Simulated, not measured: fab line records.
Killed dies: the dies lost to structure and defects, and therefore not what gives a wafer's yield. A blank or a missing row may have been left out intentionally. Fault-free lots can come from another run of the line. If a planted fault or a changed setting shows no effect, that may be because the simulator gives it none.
Matching of chambers ; flow nand_harc ; cmp-03 running NHARC_P_CONTACT_CMP_24: 4 sister chambers
The step polishes, t overpolish 30 s, target thk 200 nm. 8 wafers are shown with their chamber, then 9 later ones without.

== WAFERS, EACH WITH ITS CHAMBER ==
wafer;chamber;motor_current_A (A);time_to_endpoint_s (s)
L086.2;1;12.5;32
L086.6;3;10.4;30
L090.2;1;13.7;37
L090.3;0;13.6;36
L090.6;2;10.3;40
L092.3;2;10.5;42
L092.5;3;10.3;38
L092.6;0;13.3;39

== WAFERS MISSING THEIR CHAMBER ==
wafer;motor_current_A (A);time_to_endpoint_s (s)
L091.2;13.8;40
L091.3;10.7;42
L091.5;11.1;40
L094.2;12.9;35
L094.3;13.3;39
L094.5;13.1;35
L097.1;13.0;32
L097.5;13.3;36
L097.6;13.5;32

== WHICH CHAMBER EACH ONE RAN IN ==
wafer;from the rows above;in truth
L091.2;can't be placed: 0 or 1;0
L091.3;can't be placed: 2 or 3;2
L091.5;can't be placed: 2 or 3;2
L094.2;can't be placed: 1 or 0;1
L094.3;can't be placed: 0 or 1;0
L094.5;can't be placed: 1 or 0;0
L097.1;can't be placed: 1 or 0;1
L097.5;can't be placed: 0 or 1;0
L097.6;can't be placed: 1 or 0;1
Placed correctly: 0 of 9. Cannot be placed on the basis of these rows: 9; the candidates contain the true chamber in 9. Wrongly placed: 0.
How it was worked out, from the rows above alone: a wafer's distance from a chamber is the root of the sum, over the readings, of the square of ((its reading less the chamber's mean) divided by the reading's scatter). If the next closest chamber is less than 2 further off than the closest, the wafer can't be placed; otherwise it belongs to the closest. For every chamber, the mean is computed from those of its wafers that are shown. The scatter is the square root of a quotient: the sum, over the shown wafers, of each reading's squared deviation from its chamber's mean, divided by wafers minus chambers.
